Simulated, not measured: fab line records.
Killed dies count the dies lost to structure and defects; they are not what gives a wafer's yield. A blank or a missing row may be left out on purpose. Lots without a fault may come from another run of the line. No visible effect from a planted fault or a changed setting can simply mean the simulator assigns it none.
Matching of chambers | flow nand_harc | rie_diel-05 running NHARC_P_GATE_DESCUM_48: 4 sister chambers
The step chemistry O2, time 3 s. 8 wafers are shown with their chamber, then 7 later ones without.

## EACH WAFER AND ITS CHAMBER
wafer  | chamber | drypump_motor_current_A (A) | throttle_valve_pct (%)
L790.1 | 2       | 6.6                         | 11.320
L790.3 | 1       | 6.6                         | 11.299
L790.5 | 0       | 5.8                         | 11.305
L792.1 | 3       | 6.0                         | 11.302
L792.4 | 0       | 5.8                         | 11.307
L792.6 | 2       | 6.6                         | 11.316
L793.1 | 3       | 6.0                         | 11.302
L793.2 | 1       | 6.5                         | 11.316

## WAFERS WHOSE CHAMBER IS MISSING
wafer  | drypump_motor_current_A (A) | throttle_valve_pct (%)
L793.5 | 6.6                         | 11.330
L794.3 | 5.8                         | 11.325
L794.4 | 6.6                         | 11.312
L794.6 | 6.0                         | 11.286
L807.2 | 6.6                         | 11.305
L807.5 | 5.8                         | 11.309
L807.6 | 6.0                         | 11.310

## WHICH CHAMBER EACH WENT THROUGH
wafer  | from the rows above     | in truth
L793.5 | can't be placed: 2 or 1 | 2
L794.3 | 0                       | 0
L794.4 | can't be placed: 2 or 1 | 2
L794.6 | 3                       | 3
L807.2 | can't be placed: 1 or 2 | 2
L807.5 | 0                       | 0
L807.6 | 3                       | 3
Correctly placed: 4 of 7. Cannot be placed on the basis of these rows: 3; the candidates contain the true chamber in 3. 0 placed wrongly.
How it was worked out, from the rows above alone: a wafer's distance from a chamber is the root of the sum, over the readings, of the square of ((its reading less the chamber's mean) divided by the reading's scatter). The wafer belongs to the nearest chamber; if the next one is less than 2 further off, it can't be placed. A chamber's mean is the mean of its shown wafers. The scatter: take each reading less its chamber's mean, square it, sum over the shown wafers, divide by the number of wafers less the number of chambers, and take the root.
